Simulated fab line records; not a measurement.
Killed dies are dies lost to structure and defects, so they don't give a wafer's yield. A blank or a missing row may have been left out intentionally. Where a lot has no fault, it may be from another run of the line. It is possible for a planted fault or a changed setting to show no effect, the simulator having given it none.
2 desks looking at one fault / flow n5-finfet / every desk sees just its own numbers, and what lay behind them comes last

THE DEFECT DESK
Counts from the inspections along the route, per lot, as means over the sampled wafers that have a number. If a lot's mean is further than 4 standard deviations from the usual mean, the lot is out of limits and carries the mark OUT (the distance appears in the brackets).
Columns: A = raw-defect-count at N5_BEOL_M8_INSPECT_30, usual 410
lot=L373; first seen here=day 9 20:29; A=393
lot=L372; first seen here=day 10 12:14; A=487
lot=L379; first seen here=day 12 10:52; A=373
lot=L385; first seen here=day 14 05:34; A=487
lot=L387; first seen here=day 14 17:40; A=505
lot=L388; first seen here=day 15 12:04; A=369
lot=L391; first seen here=day 15 19:50; A=371
lot=L390; first seen here=day 15 19:53; A=349
lot=L394; first seen here=day 16 17:46; A=389
lot=L395; first seen here=day 16 20:45; A=329
Result from this desk: across the 10 lots, nothing is out of limits.

TOOL OWNER'S DESK, ald-metal-03
The tool's own readings at N5_BEOL_M8_ALD_77 (deposits TaN, target thk 2 nm, pulse time 2 s, purge time 3 s): means of the sampled wafers that have a number, for each lot that ran on this tool. If a lot's mean is further than 4 standard deviations from the usual mean, the lot is out of limits and carries the mark OUT (the distance appears in the brackets).
Columns: A = chamber-pressure-Torr at N5_BEOL_M8_ALD_77, usual 3.000 Torr; B = heater-power-w at N5_BEOL_M8_ALD_77, usual 402 W; C = precursor-vessel-carrier-sccm at N5_BEOL_M8_ALD_77, usual 1000 sccm
lot=L373; first seen here=day 9 22:01; A=2.996; B=418; C=1001
lot=L372; first seen here=day 10 13:22; A=3.004; B=424; C=1001
lot=L385; first seen here=day 14 10:49; A=3.002; B=418; C=997
lot=L387; first seen here=day 14 19:48; A=2.996; B=409; C=1000
Result from this desk: across the 4 lots, nothing is out of limits.

PUT TOGETHER
Nothing out of limits was seen by the defect desk.
The tool owner's desk saw nothing out of limits.

WHAT THE SIMULATOR HAD PUT IN
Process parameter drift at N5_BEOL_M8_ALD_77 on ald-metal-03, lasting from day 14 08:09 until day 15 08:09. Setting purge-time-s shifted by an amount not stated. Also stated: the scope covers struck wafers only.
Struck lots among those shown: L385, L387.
